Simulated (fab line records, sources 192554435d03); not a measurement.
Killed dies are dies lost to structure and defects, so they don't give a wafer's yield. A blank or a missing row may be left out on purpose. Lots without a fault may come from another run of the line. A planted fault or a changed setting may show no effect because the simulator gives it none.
One fault seen from 2 desks | flow n5_finfet | each desk has only its own numbers; what lay behind them comes last

THE TOOL OWNER'S DESK: rie_diel-01
The tool's own readings at N5_BEOL_M11_TRENCH_ETCH_37 (etches SiCOH lowk in C4F6/O2, target depth 148.83 nm, time 48 s): means of the sampled wafers that have a number, for each lot that ran on this tool. A lot is out of limits, marked OUT, if its mean lies more than 4 standard deviations from the usual mean; the brackets give that distance.
Columns: A = drypump_motor_current_A at N5_BEOL_M11_TRENCH_ETCH_37, usual 5.8 A; B = oes_product_au at N5_BEOL_M11_TRENCH_ETCH_37, usual 0.79 a.u.; C = rf_vpp_V at N5_BEOL_M11_TRENCH_ETCH_37, usual 665 V; D = showerhead_plenum_p_Torr at N5_BEOL_M11_TRENCH_ETCH_37, usual 2.83 Torr; E = throttle_valve_pct at N5_BEOL_M11_TRENCH_ETCH_37, usual 21.01 %
lot  | first seen here | A   | B    | C   | D    | E
L980 | day 11 03:46    | 5.6 | 0.76 | 666 | 2.85 | 21.09
L981 | day 11 04:14    | 6.0 | 0.70 | 664 | 2.79 | 21.17
L986 | day 11 22:59    | 5.8 | 0.70 | 663 | 2.87 | 21.23
L991 | day 13 12:31    | 5.5 | 0.76 | 669 | 2.78 | 20.93
L993 | day 14 03:35    | 5.7 | 0.70 | 667 | 2.80 | 21.08
This desk's finding: nothing out of limits on any of the 5 lots.

THE METROLOGY DESK
What the gauges read, lot by lot, whatever tool the lot ran on: means of the sampled wafers that have a number. A lot is out of limits, marked OUT, if its mean lies more than 4 standard deviations from the usual mean; the brackets give that distance. Of its 27 readings 7 are shown: the one that was out of limits first, and those that lie furthest out on some lot.
Columns: A = trench_depth_nm at N5_BEOL_M11_OCD_MEAS_38, usual 149 nm; B = M11_THK at N5_BEOL_M11_THK_MEAS_53, usual 138 nm; C = M11_RS at N5_BEOL_M11_RS_MEAS_57, usual 0.151 ohm/sq; D = COMB_M12_max_site at N5_BEOL_M15_RC_MEAS_101, usual 9.1e-12 S/m; E = COMB_M13 at N5_BEOL_M15_RC_MEAS_101, usual 5.1e-12 S/m; F = SERP_M11 at N5_BEOL_M15_RC_MEAS_101, usual 3.05 ohm/um; G = SERP_M11_max_site at N5_BEOL_M15_RC_MEAS_101, usual 3.14 ohm/um
lot  | first seen here | A              | B              | C                | D       | E       | F               | G
L980 | day 11 03:57    | 148            | 136            | 0.154            | 8.5e-12 | 5.4e-12 | 3.16            | 3.27
L983 | day 11 04:11    | 147            | 138            | 0.153            | 8.6e-12 | 5.6e-12 | 3.05            | 3.15
L981 | day 11 04:25    | 149            | 137            | 0.150            | 7.9e-12 | 4.6e-12 | 3.00            | 3.09
L982 | day 11 04:55    | 148            | 136            | 0.153            | 1.3e-11 | 4.4e-12 | 3.08            | 3.14
L986 | day 11 23:10    | 149            | 138            | 0.151            | 9.3e-12 | 7.6e-12 | 3.06            | 3.14
L984 | day 11 23:20    | 147            | 137            | 0.152            | 8.9e-12 | 5.9e-12 | 3.12            | 3.18
L991 | day 13 12:42    | 136 (-4.2) OUT | 124 (-4.0) OUT | 0.172 (+5.0) OUT | 8.3e-12 | 4.1e-12 | 3.48 (+4.3) OUT | 3.55
L993 | day 14 03:46    | 137            | 124 (-4.1) OUT | 0.170 (+4.6) OUT | 8.3e-12 | 4.1e-12 | 3.46 (+4.1) OUT | 3.58
L999 | day 15 10:24    | 152            | 142            | 0.147            | 1.2e-11 | 6.8e-12 | 2.97            | 3.04
L101 | day 16 03:25    | 152            | 140            | 0.148            | 9.1e-12 | 4.4e-12 | 3.00            | 3.09
L103 | day 16 20:56    | 151            | 141            | 0.148            | 9.5e-12 | 4.9e-12 | 2.98            | 3.03
This desk's finding: out of limits on L991, L993; first on L991, day 13 12:42 (trench_depth_nm at N5_BEOL_M11_OCD_MEAS_38). In limits: L980, L983, L981, L982, L986, L984, L999, L101, L103.

PUT TOGETHER
The metrology desk could have raised an alarm at day 13 12:42, on L991, L993.
The tool owner's desk saw nothing out of limits.
The tool owner's desk has L991, L993 on record, within its limits.
Of the lots named, all ran N5_BEOL_M11_TRENCH_ETCH_37 on rie_diel-01.

WHAT THE SIMULATOR HAD PUT IN
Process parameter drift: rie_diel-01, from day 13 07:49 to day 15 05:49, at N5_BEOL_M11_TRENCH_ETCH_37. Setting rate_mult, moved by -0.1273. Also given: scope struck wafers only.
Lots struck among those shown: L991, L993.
Hours from the fault's start to each desk's first reading out of limits: the metrology desk, 5.
